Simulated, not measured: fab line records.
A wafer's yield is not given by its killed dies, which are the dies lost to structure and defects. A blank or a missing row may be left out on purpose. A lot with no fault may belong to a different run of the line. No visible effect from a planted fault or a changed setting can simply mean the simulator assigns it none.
A lot that was struck, set against a sound lot + flow n5Finfet + 16 steps out of a route of 1938
Sound: wafers L827.3, L827.4, L827.6. Struck: wafers L840.1, L840.3, L840.6. The cause is given at the end.
For every step that has rows: the tool of each side, followed by ch and its chambers, followed by its first start. Under that, the readings that differ: sound wafers + struck wafers + difference of the means + sigmas: that difference in standard deviations of wafers without a fault.
alike: readings with means less than 2 such deviations apart, plus words and numbers identical on both sides. not compared: withheld readings, readings lacking a value on some wafer, bounds such as >300 that could conceal the same value, and numbers that have no deviation in the record and whose values overlap.
Wherever a step has rows on one side only, a row that says differs or no value, or a row with sigmas, the two part there. Numbers that have no deviation but don't overlap get no sigmas and don't part them. A reading missing from all wafers of one side parts the sides only when that side holds two or more wafers.

first, 4 steps without rows for these wafers: N5_HKMG_FIN_SOFTBAKE_44 (time 60 s); N5_HKMG_FIN_EXPOSE_46 (exposes mask NDIPOLE); N5_HKMG_FIN_PEB_47 (peb time 60 s); N5_HKMG_FIN_DEVELOP_48 (develop time 30 s).
N5_HKMG_FIN_CD_MEAS_49: target cd 202 nm.
  sound on cdSem-03 ch 0, day 4 08:36; struck on cdSem-03 ch 0, day 7 15:02
  alike: cdNm
N5_HKMG_FIN_OVL_MEAS_50:
  sound on overlay-01 ch 0, day 4 08:37; struck on overlay-01 ch 0, day 7 15:04
  alike: NDIPOLE_OVL
N5_HKMG_FIN_INSPECT_61: inspects for defects (macro).
  sound on defectInspect-01, day 4 08:39; struck on defectInspect-02, day 7 15:05
  alike: rawDefectCount
N5_HKMG_FIN_DESCUM_53: chemistry O2, time 7.9 s.
  sound on rieDiel-03 ch 0,1, day 4 08:41; struck on rieDiel-06 ch 0,3, day 7 16:25
  alike: drypumpMotorCurrentA, oesProductAu, rfVppV, showerheadPlenumPTorr, throttleValvePct
  not compared: rfHoursCounterH
N5_HKMG_FIN_ETCH_54: etches SiARC in CF4, target depth 45.5 nm, time 75.8 s.
  sound on rieDiel-03 ch 0,1, day 4 08:43; struck on rieDiel-06 ch 0,3, day 7 16:26
  alike: biasW, drypumpMotorCurrentA, etchRfOnTimeS, oesProductAu, rfVppV, showerheadPlenumPTorr, throttleValvePct
  not compared: rfHoursCounterH
N5_HKMG_FIN_ETCH_55: etches SOC in N2/H2, target depth 240 nm, time 300 s.
  sound on rieDiel-03 ch 0,1, day 4 08:46; struck on rieDiel-06 ch 0,3, day 7 16:30
  alike: biasW, drypumpMotorCurrentA, oesProductAu, rfVppV, showerheadPlenumPTorr, throttleValvePct
  not compared: rfHoursCounterH
then, 1 step without rows for these wafers: N5_HKMG_FIN_STRIP_56 (strips in N2/H2).
N5_HKMG_FIN_STRIP_57: strips in CF4.
  sound on rieDiel-03 ch 0,1, day 4 08:58; struck on rieDiel-06 ch 0,3, day 7 16:41
  alike: drypumpMotorCurrentA, oesProductAu, powerW, rfVppV, showerheadPlenumPTorr, throttleValvePct
  not compared: rfHoursCounterH
N5_HKMG_FIN_ETCH_58: etches SOC in N2/H2, target depth 215.8 nm, time 741 s.
  sound on rieDiel-03 ch 0,1, day 4 08:59; struck on rieDiel-06 ch 0,3, day 7 16:43
| reading                                  | sound             | struck            | difference | sigmas |
|------------------------------------------|-------------------|-------------------|------------|--------|
| biasW (W)                                | 13.03 13.00 13.05 | 11.99 11.90 11.93 | -1.09      | -30    |
| rfVppV (V)                               | 99.0 98.1 98.7    | 92.4 93.5 93.6    | -5.4       | -5     |
| model.etch.depthNm (nm)                  | 220.1 213.7 219.5 | 207.6 208.2 208   | -9.8       |        |
| model.SOC_of_HKMG_FIN_COAT_41.thkNm (nm) | 80.4 86.2 80.4    | 92.4 91.6 91.6    | +9.5       |        |
| model.HKMG_FIN.featureDepthNm (nm)       | 220.2 213.8 219.6 | 207.6 208.2 208   | -9.9       |        |
  alike: drypumpMotorCurrentA, oesProductAu, showerheadPlenumPTorr, throttleValvePct
  not compared: rfHoursCounterH
N5_HKMG_FIN_STRIP_93: strips SOC in N2/H2, time 20 s.
  sound on rieDiel-03 ch 0,1, day 4 09:25; struck on rieDiel-06 ch 0,3, day 7 17:08
| reading                                  | sound          | struck         | difference | sigmas |
|------------------------------------------|----------------|----------------|------------|--------|
| model.SOC_of_HKMG_FIN_COAT_41.thkNm (nm) | 70.2 76.2 70.2 | 82.2 81.6 81.4 | +9.5       |        |
  alike: drypumpMotorCurrentA, oesProductAu, powerW, rfVppV, showerheadPlenumPTorr, throttleValvePct
  not compared: rfHoursCounterH
then, 1 step without rows for these wafers: N5_HKMG_FIN_WET_ETCH_76 (etches Al2O3 in dNH4OH, stops on La2O3, target depth 2.25 nm, rinse time 30 s).
-- here the record skips 4 days between the struck wafers' starts before and after, leaving off in module HKMG_FIN and picking up in module BEOL_M4 (first step shown: number 1111 of the route) --
N5_BEOL_M4_RC_MEAS_101:
  sound on prober-01 ch 0, day 8 16:16; struck on prober-02 ch 0, day 12 04:28
  alike: DIBL_N, DIBL_P, IOFF_N, IOFF_P, ION_N, ION_P, SS_N, SS_P, VT_N, VT_P

WHERE THEY PART
Within this record, at N5_HKMG_FIN_ETCH_58 only. Later steps at which nothing parts them and some readings are alike: N5_HKMG_FIN_STRIP_93, N5_BEOL_M4_RC_MEAS_101.

WHY: what the simulator had put in
Process parameter drift: rieDiel-06, from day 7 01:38 on, at N5_HKMG_FIN_ETCH_58. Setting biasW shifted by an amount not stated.
